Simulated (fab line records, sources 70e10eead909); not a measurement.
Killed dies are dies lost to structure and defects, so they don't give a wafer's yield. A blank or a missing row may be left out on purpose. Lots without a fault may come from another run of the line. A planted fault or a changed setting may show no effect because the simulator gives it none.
Which tool did it? | flow nand_harc | 12 lots, 36 wafers sampled, at 1 step of a route of 1302

WHAT THE GAUGES READ, wafer by wafer
NHARC_P_M2_CD_MEAS_16.
lot  | measured     | on        | cd_nm (nm)
L075 | day 6 22:10  | cd_sem-03 | 168.7 170.3 168.8
L077 | day 7 11:58  | cd_sem-03 | 170.8 171.3 170.3
L080 | day 8 20:26  | cd_sem-01 | 169.0 169.4 168.5
L081 | day 9 11:33  | cd_sem-02 | 169.8 170.3 168.9
L083 | day 10 20:33 | cd_sem-03 | 169.7 170.0 169.6
L085 | day 11 05:27 | cd_sem-03 | 170.7 170.6 170.7
L087 | day 11 16:49 | cd_sem-02 | 171.5 170.3 170.5
L089 | day 13 02:28 | cd_sem-03 | 169.4 169.5 168.8
L091 | day 13 12:14 | cd_sem-02 | 168.5 168.6 168.6
L093 | day 14 07:22 | cd_sem-03 | 169.6 171.0 169.6
L095 | day 15 01:56 | cd_sem-02 | 168.7 169.7 169.9
L097 | day 16 02:27 | cd_sem-03 | 169.0 170.5 169.9

WHICH TOOL RAN EACH LOT (tool, then ch and the chambers of the sampled wafers, then the start)
The record holds no process step before these readings.

THE ANSWER, worked out from the rows above alone
Rule: what is usual is taken from the lots themselves. Put in order of their means at a reading, lots are off if they are a third of the lots or fewer, leave a main group of 4 or more, and stand apart from it by a gap of 3 or more times the standard deviation of the main group's means; of several such gaps the widest counts. A main group whose means are all the same, to the digits that the tables above print for the reading, isn't used. A lot without any number at a reading at which 4 lots or more have one is off too. The other lots that the step has rows for count as sound.
No lot is off at any reading shown: from this, nothing can be told.

WHAT THE SIMULATOR HAD PUT IN
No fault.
